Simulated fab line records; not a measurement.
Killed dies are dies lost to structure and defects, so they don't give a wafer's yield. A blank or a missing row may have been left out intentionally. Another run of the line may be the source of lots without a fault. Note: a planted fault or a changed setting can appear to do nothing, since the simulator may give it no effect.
The tool behind it: which one? | flow n5Finfet | at 1 step of a route of 1938, 11 lots with 32 wafers sampled

== WHAT THE GAUGES SHOWED, per wafer ==
N5_BEOL_M9_CD_MEAS_11: the cd target is 64.1 nm.
lot  | measured     | on       | cdNm (nm)
L586 | day 9 17:57  | cdSem-01 | 64.4 64.1 64.4
L587 | day 10 03:44 | cdSem-02 | 63.7 64.2 64.1
L594 | day 11 11:15 | cdSem-01 | 64.2 63.7
L597 | day 12 22:39 | cdSem-01 | 63.9 64.2 64.3
L598 | day 13 09:29 | cdSem-01 | 63.9 63.9 63.6
L601 | day 13 10:34 | cdSem-02 | 63.5 63.9 64.0
L603 | day 13 12:44 | cdSem-03 | 63.3 64.2 63.6
L600 | day 13 19:19 | cdSem-02 | 63.1 64.3 63.2
L604 | day 14 12:51 | cdSem-03 | 64.1 64.1 64.5
L607 | day 15 16:53 | cdSem-02 | 63.9 65.0 64.3
L609 | day 15 17:10 | cdSem-01 | 64.2 64.5 64.0

== WHICH TOOL RAN EACH LOT (tool, then ch and the chambers of the sampled wafers, then the start) ==
Before these readings, the record contains no process step.

== AS READ BY THE TOOLS THEMSELVES (means over the sampled wafers that have a number; for cases with no such wafer, the mark the record gives instead) ==
The record holds no such reading with a usual standard deviation.

== THE ANSWER, worked out from the rows above alone ==
Rule: the usual values come from the lots themselves. Put in order of their means at a reading, lots are off if they are a third of the lots or fewer, leave a main group of 4 or more, and stand apart from it by a gap of 3 or more times the standard deviation of the main group's means; of several such gaps the widest counts. Not used: any main group whose means are identical at the precision the tables above print for the reading. A lot without any number at a reading at which 4 lots or more have one is off too. The other lots that the step has rows for count as sound. First the gauges in route order, then the tools' own readings, where a lot's mean is used as printed above. At the first step where some lot is off, the reading lying furthest off is the one used; lots without a number count as furthest.
Across all readings shown, no lot is off: no conclusion can be drawn from this.

== WHAT HAD BEEN PUT IN BY THE SIMULATOR ==
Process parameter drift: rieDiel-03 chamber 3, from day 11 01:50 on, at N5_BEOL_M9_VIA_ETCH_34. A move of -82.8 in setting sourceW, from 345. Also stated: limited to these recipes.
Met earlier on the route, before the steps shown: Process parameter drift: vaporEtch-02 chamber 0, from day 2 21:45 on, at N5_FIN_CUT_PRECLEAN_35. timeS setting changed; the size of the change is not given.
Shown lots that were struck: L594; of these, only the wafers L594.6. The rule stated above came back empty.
